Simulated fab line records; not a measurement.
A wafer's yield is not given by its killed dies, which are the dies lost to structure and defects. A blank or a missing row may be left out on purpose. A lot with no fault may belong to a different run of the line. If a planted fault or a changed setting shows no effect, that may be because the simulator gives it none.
Which tool is to blame? -- flow nand-harc -- 10 lots, 30 wafers sampled, at 3 steps of a route of 1302

== WHAT EACH GAUGE READ, for each wafer ==
NHARC_A_M0_CD_MEAS_09: target cd 80 nm.
lot,measured,on,cd-nm (nm)
L536,day 23 22:48,cd-sem-01,79.9 79.8 80.7
L540,day 25 20:26,cd-sem-02,79.4 80.3 79.4
L539,day 25 22:48,cd-sem-02,80.8 80.5 79.1
L548,day 29 01:43,cd-sem-03,72.9 72.6 72.5
L549,day 29 05:40,cd-sem-02,73.2 73.7 73.6
L551,day 30 19:48,cd-sem-01,80.2 79.1 80.2
L552,day 31 05:18,cd-sem-03,79.6 78.7 78.5
L553,day 31 12:25,cd-sem-03,80.0 79.7 80.6
L556,day 31 23:06,cd-sem-02,80.4 81.0 80.1
L555,day 32 02:44,cd-sem-01,80.4 79.1 79.7

== TOOL THAT RAN EACH LOT (tool first, then ch and the chambers of the sampled wafers, then the start) ==
lot,NHARC_A_BLC_ETCH_17,NHARC_A_M0_EXPOSE_06
L536,"rie-diel-02 ch 0,2, day 23 22:40 or earlier","arfi-scanner-02 ch 0, day 23 22:40"
L540,"rie-diel-02 ch 0,2,3, day 25 20:18 or earlier","arfi-scanner-02 ch 0, day 25 20:18"
L539,"rie-diel-02 ch 0,2,3, day 25 22:40 or earlier","arfi-scanner-02 ch 0, day 25 22:40"
L548,"rie-diel-05 ch 1,2,3, day 29 01:34 or earlier","arfi-scanner-02 ch 0, day 29 01:34"
L549,"rie-diel-02 ch 0,3, day 29 05:31 or earlier","arfi-scanner-02 ch 0, day 29 05:31"
L551,"rie-diel-02 ch 0,2,3, day 30 19:40 or earlier","arfi-scanner-01 ch 0, day 30 19:40"
L552,"rie-diel-02 ch 0,1,3, day 31 05:10 or earlier","arfi-scanner-03 ch 0, day 31 05:10"
L553,"rie-diel-02 ch 1,2,3, day 31 12:16 or earlier","arfi-scanner-01 ch 0, day 31 12:16"
L556,"rie-diel-02 ch 2,3, day 31 22:58 or earlier","arfi-scanner-01 ch 0, day 31 22:58"
L555,"rie-diel-05 ch 2,3, day 32 02:36 or earlier","arfi-scanner-01 ch 0, day 32 02:36"
- NHARC_A_BLC_ETCH_17: etches the open film in N2/H2, target depth 390 nm, time 609.38 s.
- NHARC_A_M0_EXPOSE_06: exposes mask A M0, target cd 80 nm.

== THE ANSWER, worked out from the rows above alone ==
Rule: usual is defined by the lots themselves. The widest of any qualifying gaps counts: lots, ordered by their means at a reading, are off when they make up no more than a third of the lots, leave a main group of 4 or more, and stand apart from it by 3 or more times the standard deviation of that group's means. If all means in a main group match to the digits the tables above print for the reading, that group is not used. Also off: a lot with no number at a reading for which 4 or more lots have one. Any other lot the step has rows for is counted as sound.
Off, at NHARC_A_M0_CD_MEAS_09 on cd-nm: L548, L549. The main group: mean 79.9 nm, standard deviation 0.43.
A tool fits if, at a process step before that reading, it ran every lot that is off, and no sound lot after the first of them. The gauges at NHARC_A_M0_CD_MEAS_09 are tried like those tools. NHARC_A_BLC_ETCH_17 gives no start for some lots, so the hours and the order of its lots are those of NHARC_A_M0_EXPOSE_06. One candidate fits, namely arfi-scanner-02 at NHARC_A_M0_EXPOSE_06. Its last sound lot is L539 (day 25 22:40), its first lot that is off L548 (day 29 01:34): a fault that began between those two fits.

== WHAT THE SIMULATOR HAD INSERTED ==
Drift in process parameters on arfi-scanner-02 at NHARC_A_M0_EXPOSE_06, starting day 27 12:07. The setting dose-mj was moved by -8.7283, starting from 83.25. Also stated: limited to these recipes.
Shown lots that were struck: L548, L549. The rule above found the same.
